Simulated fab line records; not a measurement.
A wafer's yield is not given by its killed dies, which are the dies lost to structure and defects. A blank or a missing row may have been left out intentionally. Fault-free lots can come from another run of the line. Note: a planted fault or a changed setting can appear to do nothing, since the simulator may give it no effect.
The tool behind it: which one? -- flow nand harc -- 72 wafers from 24 lots sampled at 2 of the route's 1302 steps

== WHAT EACH GAUGE READ, for each wafer ==
NHARC_P_M1_OVL_MEAS_10: pitch 260 nm.
lot,measured,on,overlay x nm (nm),overlay y nm (nm)
L074,day 6 10:26,overlay-02,-0.3 -0.4 -0.9,0.6 0.0 -0.2
L075,day 6 13:40,overlay-01,0.1 -0.5 -0.4,0.5 0.7 -0.2
L076,day 6 20:59,overlay-02,0.7 0.1 0.4,1.1 1.5 0.4
L077,day 7 15:00,overlay-02,0.0 -0.1 -0.3,-0.2 -0.7 -0.6
L078,day 8 03:16,overlay-01,-0.6 -0.4 -0.2,-1.1 -1.3 -1.3
L079,day 8 10:11,overlay-02,-1.5 -1.1 -1.0,0.9 0.4 0.9
L080,day 8 17:53,overlay-01,0.5 0.8 0.2,1.3 1.7 1.0
L081,day 9 10:26,overlay-02,0.6 -0.2 0.5,-0.1 -0.5 -0.4
L082,day 9 14:56,overlay-01,-0.1 0.4 -0.5,-0.5 -0.9 -0.9
L083,day 10 00:00,overlay-01,-0.3 0.0 -0.4,-0.1 0.0 -0.9
L084,day 10 05:51,overlay-02,-0.1 0.1 0.3,0.1 0.5 -0.2
L085,day 10 20:53,overlay-02,1.9 1.2 1.3,-0.3 0.1 -0.7
L086,day 11 09:44,overlay-02,-0.2 -0.3 -0.3,-1.1 -0.5 -0.5
L087,day 12 09:25,overlay-02,-0.8 -1.2 -1.0,-0.8 -0.3 -0.4
L089,day 12 11:10,overlay-01,-0.4 -0.6 0.0,0.8 0.0 -0.3
L088,day 12 11:23,overlay-02,-1.1 -0.4 -0.6,0.6 0.1 0.4
L090,day 13 02:53,overlay-02,0.6 -0.4 0.2,-0.3 0.5 0.3
L091,day 13 10:14,overlay-02,-0.5 -0.9 -0.9,-0.6 -0.1 0.1
L092,day 13 16:36,overlay-02,0.2 0.0 -0.2,-1.9 -1.7 -1.9
L093,day 14 07:59,overlay-02,0.1 0.0 0.6,-1.2 -2.0 -0.9
L094,day 14 12:27,overlay-02,0.9 0.0 0.8,0.9 0.8 0.8
L095,day 14 20:33,overlay-02,1.5 1.6 2.5,0.3 -0.3 0.4
L097,day 15 15:46,overlay-01,0.3 -0.4 -0.2,1.4 1.6 1.3
L096,day 15 16:48,overlay-01,-0.4 -0.9 -0.4,1.1 1.4 1.5

== EACH LOT AND THE TOOL THAT RAN IT (in order: tool; ch and the chambers of the sampled wafers; start) ==
lot,NHARC_P_M0_PVD_20
L074,"pvd sputter-03, day 6 10:26 or earlier"
L075,"pvd sputter-02, day 6 13:40 or earlier"
L076,"pvd sputter-01, day 6 20:59 or earlier"
L077,"pvd sputter-01, day 7 15:00 or earlier"
L078,"pvd sputter-02, day 8 03:16 or earlier"
L079,"pvd sputter-03, day 8 10:11 or earlier"
L080,"pvd sputter-01, day 8 17:53 or earlier"
L081,"pvd sputter-01, day 9 10:26 or earlier"
L082,"pvd sputter-03, day 9 14:56 or earlier"
L083,"pvd sputter-01, day 9 21:03"
L084,"pvd sputter-03, day 10 05:51 or earlier"
L085,"pvd sputter-03, day 10 20:53 or earlier"
L086,"pvd sputter-03, day 11 09:44 or earlier"
L087,"pvd sputter-03, day 12 09:25 or earlier"
L089,"pvd sputter-03, day 12 11:10 or earlier"
L088,"pvd sputter-01, day 12 11:23 or earlier"
L090,"pvd sputter-01, day 13 02:53 or earlier"
L091,"pvd sputter-03, day 13 10:14 or earlier"
L092,"pvd sputter-02, day 13 16:36 or earlier"
L093,"pvd sputter-01, day 14 07:59 or earlier"
L094,"pvd sputter-01, day 14 12:27 or earlier"
L095,"pvd sputter-02, day 14 20:33 or earlier"
L097,"pvd sputter-01, day 15 15:46 or earlier"
L096,"pvd sputter-02, day 15 16:48 or earlier"
- NHARC_P_M0_PVD_20: deposits TaN, target thk 5 nm, time 8.06 s.

== AS READ BY THE TOOLS THEMSELVES (means over the sampled wafers that have a number; for cases with no such wafer, the mark the record gives instead) ==
NHARC_P_M0_PVD_20.
lot,tool,throttle valve pct (%)
L074,pvd sputter-03,29.7
L075,pvd sputter-02,29.9
L076,pvd sputter-01,31.3
L077,pvd sputter-01,29.0
L078,pvd sputter-02,30.0
L079,pvd sputter-03,28.8
L080,pvd sputter-01,30.5
L081,pvd sputter-01,30.1
L082,pvd sputter-03,29.4
L083,pvd sputter-01,30.9
L084,pvd sputter-03,29.7
L085,pvd sputter-03,30.4
L086,pvd sputter-03,30.0
L087,pvd sputter-03,29.8
L089,pvd sputter-03,29.4
L088,pvd sputter-01,30.4
L090,pvd sputter-01,30.3
L091,pvd sputter-03,29.8
L092,pvd sputter-02,30.6
L093,pvd sputter-01,31.6
L094,pvd sputter-01,30.9
L095,pvd sputter-02,31.0
L097,pvd sputter-01,30.8
L096,pvd sputter-02,31.3

== THE ANSWER, worked out from the rows above alone ==
Rule: usual is defined by the lots themselves. Put in order of their means at a reading, lots are off if they are a third of the lots or fewer, leave a main group of 4 or more, and stand apart from it by a gap of 3 or more times the standard deviation of the main group's means; of several such gaps the widest counts. The tables above print the reading to a certain number of digits; a main group whose means all agree to those digits is not used. A lot without any number at a reading at which 4 lots or more have one is off too. Any other lot the step has rows for is counted as sound. The gauges are gone through in route order, then the tools' own readings, and for those a lot's mean is taken as printed above. At the first step where some lot is off, the reading lying furthest off is the one used; lots without a number count as furthest.
Across all readings shown, no lot is off: no conclusion can be drawn from this.

== WHAT WAS PUT IN BY THE SIMULATOR ==
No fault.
